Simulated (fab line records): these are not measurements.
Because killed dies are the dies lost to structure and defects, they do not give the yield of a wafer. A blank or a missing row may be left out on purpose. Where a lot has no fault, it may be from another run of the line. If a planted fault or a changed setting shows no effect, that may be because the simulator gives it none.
A lot that was struck, set against a sound lot -- flow nand_harc -- 14 steps out of a route of 1302
Sound: wafers L572.1, L572.4, L572.6. Struck: wafer L578.3 (left out: L578.2, L578.4 of the same lot, which were not struck); the cause appears at the end.
At each step with rows: each side's tool, then ch and its chambers, then its first start. Under that, the readings that differ: sound wafers -- struck wafers -- difference of the means -- sigmas: that difference in standard deviations of wafers without a fault.
alike: readings whose means differ by less than 2 such deviations, and words and numbers that are the same on both sides. not compared: withheld readings, readings that some wafer has no value for, bounds like >300 that may hide the same value, and numbers for which the record gives no deviation and whose values overlap.
The two part at a step that has a row with sigmas, a row that says differs or no value, or rows on one side only. Numbers that have no deviation but don't overlap get no sigmas and don't part them. Lack of a reading on every wafer of one side parts them only where that side has two or more wafers.

NHARC_A_SOURCE_PLATE_THK_MEAS_09: measures by ellipsometry.
  sound: film_metro-01 at day 8 02:51; struck: film_metro-02 at day 10 21:54
  alike: thk_nm
then, 3 steps without rows for these wafers: NHARC_A_SOURCE_PLATE_PVD_04 (deposits WSi2, target thk 50 nm); NHARC_A_SOURCE_PLATE_CVD_03 (deposits poly-Si, target thk 200 nm, time 4000 s); NHARC_A_SOURCE_PLATE_ANNEAL_05 (time 1800 s).
NHARC_A_SOURCE_PLATE_THK_MEAS_06: measures by ellipsometry.
  sound: film_metro-01 at day 8 14:47; struck: film_metro-01 at day 11 11:14
  alike: thk_nm
NHARC_A_SOURCE_PLATE_INSPECT_08:
  sound: defect_inspect-01 at day 8 14:52; struck: defect_inspect-01 at day 11 11:22
  alike: raw_defect_count
following that, 1 step holds no rows for these wafers, namely NHARC_A_ONON_D1_DEP_00 (target thickness 1000 nm).
NHARC_A_ONON_D1_THK_MEAS_02: measures by ellipsometry.
  sound: film_metro-02 at day 8 15:26; struck: film_metro-01 at day 11 11:56
  alike: thk_nm
following that, 1 step holds no rows for these wafers, namely NHARC_A_ONON_D1_DEP_03 (target thickness 1000 nm).
NHARC_A_ONON_D1_THK_MEAS_05: measures by ellipsometry.
  sound: film_metro-02 at day 8 16:00; struck: film_metro-01 at day 11 12:31
reading,sound,struck,difference,sigmas
thk_nm (nm),994 993 992,1014,+21,+2
NHARC_A_ONON_D1_DEP_06: target thk 1000 nm.
  sound on pecvd_onon-02 ch 0, day 8 16:04; struck on pecvd_onon-04 ch 0, day 11 12:37
NHARC_A_ONON_D1_THK_MEAS_08: measures by ellipsometry.
  sound: film_metro-01 at day 8 16:35; struck: film_metro-01 at day 11 13:04
reading,sound,struck,difference,sigmas
thk_nm (nm),1000 997 998,1305,+307,+46
following that, 1 step holds no rows for these wafers, namely NHARC_A_ONON_D1_DEP_09 (target thickness 1000 nm).
-- break in the record here, with 17 days between the starts of the struck wafers on either side (left off in module A_ONON_D1, picked up again in module END, where the first step shown is number 1302 on the route) --
NHARC_END_SORT_01:
  at this point the record logs the struck wafers (prober-01 ch 0, day 28 13:40) and has no rows for the sound ones

== WHERE THEY PART ==
First at NHARC_A_ONON_D1_THK_MEAS_05; last, within this record, at NHARC_END_SORT_01.

WHY: what the simulator had put in
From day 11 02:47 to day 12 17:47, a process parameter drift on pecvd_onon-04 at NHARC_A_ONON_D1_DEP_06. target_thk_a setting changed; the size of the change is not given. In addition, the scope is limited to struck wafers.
